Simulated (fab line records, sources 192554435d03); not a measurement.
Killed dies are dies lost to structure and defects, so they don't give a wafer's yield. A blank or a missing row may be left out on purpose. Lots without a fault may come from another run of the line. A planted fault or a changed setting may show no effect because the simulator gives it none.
Chamber matching | flow n5_finfet | N5_FIN_SAQP_ETCH_52 on rie_diel-01: 4 sister chambers
The step etches SOC in N2/H2, target depth 100 nm, overetch 20 nm, time 150 s. 22 wafers are shown with their chamber, then 11 later ones without.

WAFERS WITH THEIR CHAMBER
wafer  | chamber | drypump_motor_current_A (A) | showerhead_plenum_p_Torr (Torr) | rf_vpp_V (V)
L074.1 | 0       | 5.8                         | 2.58                            | 524
L074.4 | 2       | 5.4                         | 2.41                            | 521
L074.6 | 3       | 6.3                         | 2.51                            | 523
L078.1 | 0       | 5.8                         | 2.58                            | 524
L078.4 | 2       | 5.3                         | 2.40                            | 521
L078.6 | 3       | 6.3                         | 2.51                            | 522
L081.1 | 3       | 6.3                         | 2.50                            | 522
L081.4 | 2       | 5.3                         | 2.40                            | 519
L081.5 | 3       | 6.3                         | 2.50                            | 523
L084.2 | 1       | 5.1                         | 2.72                            | 530
L084.3 | 0       | 5.7                         | 2.57                            | 524
L084.5 | 0       | 5.7                         | 2.57                            | 525
L085.3 | 1       | 5.1                         | 2.72                            | 529
L085.4 | 3       | 6.3                         | 2.50                            | 522
L085.5 | 0       | 5.7                         | 2.57                            | 525
L087.4 | 1       | 5.1                         | 2.71                            | 529
L087.5 | 3       | 6.3                         | 2.50                            | 522
L087.6 | 0       | 5.8                         | 2.57                            | 525
L091.2 | 3       | 6.3                         | 2.50                            | 522
L091.3 | 2       | 5.3                         | 2.71                            | 530
L091.4 | 1       | 5.1                         | 2.71                            | 528
L094.2 | 1       | 5.1                         | 2.71                            | 529

SIGNATURES (means of the wafers above)
reading                  | chamber 0 | chamber 1 | chamber 2 | chamber 3 | scatter within a chamber
drypump_motor_current_A  | 5.750     | 5.100     | 5.325     | 6.300     | 0.0354
showerhead_plenum_p_Torr | 2.5733    | 2.7140    | 2.4800    | 2.5029    | 0.0628
rf_vpp_V                 | 524.50    | 529.00    | 522.75    | 522.29    | 2.08
Rule: a wafer's distance from a chamber is the root of the sum, over the readings, of the square of ((its reading less the chamber's mean) divided by the reading's scatter). The wafer belongs to the nearest chamber; if the next one is less than 2 further off, it can't be placed. The scatter: the root of (the sum of the squares of (reading less its chamber's mean) over the shown wafers, divided by (wafers less chambers)).

WAFERS WITHOUT THEIR CHAMBER
wafer  | drypump_motor_current_A (A) | showerhead_plenum_p_Torr (Torr) | rf_vpp_V (V)
L094.4 | 5.8                         | 2.56                            | 525
L094.5 | 6.3                         | 2.50                            | 522
L095.1 | 5.8                         | 2.56                            | 524
L095.3 | 6.3                         | 2.50                            | 523
L095.6 | 6.3                         | 2.50                            | 522
L096.2 | 5.3                         | 2.71                            | 529
L096.4 | 6.3                         | 2.50                            | 523
L096.6 | 5.1                         | 2.71                            | 529
L097.1 | 5.3                         | 2.71                            | 529
L097.2 | 5.1                         | 2.71                            | 528
L097.5 | 6.3                         | 2.49                            | 523

WHICH CHAMBER EACH WENT THROUGH
wafer  | from the rows above     | in truth
L094.4 | 0                       | 0
L094.5 | 3                       | 3
L095.1 | 0                       | 0
L095.3 | 3                       | 3
L095.6 | 3                       | 3
L096.2 | can't be placed: 2 or 1 | 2
L096.4 | 3                       | 3
L096.6 | 1                       | 1
L097.1 | can't be placed: 2 or 1 | 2
L097.2 | 1                       | 1
L097.5 | 3                       | 3
Placed correctly: 9 of 11. Can't be placed from these rows: 2 (the true chamber is among the candidates in 2). Placed wrongly: 0.
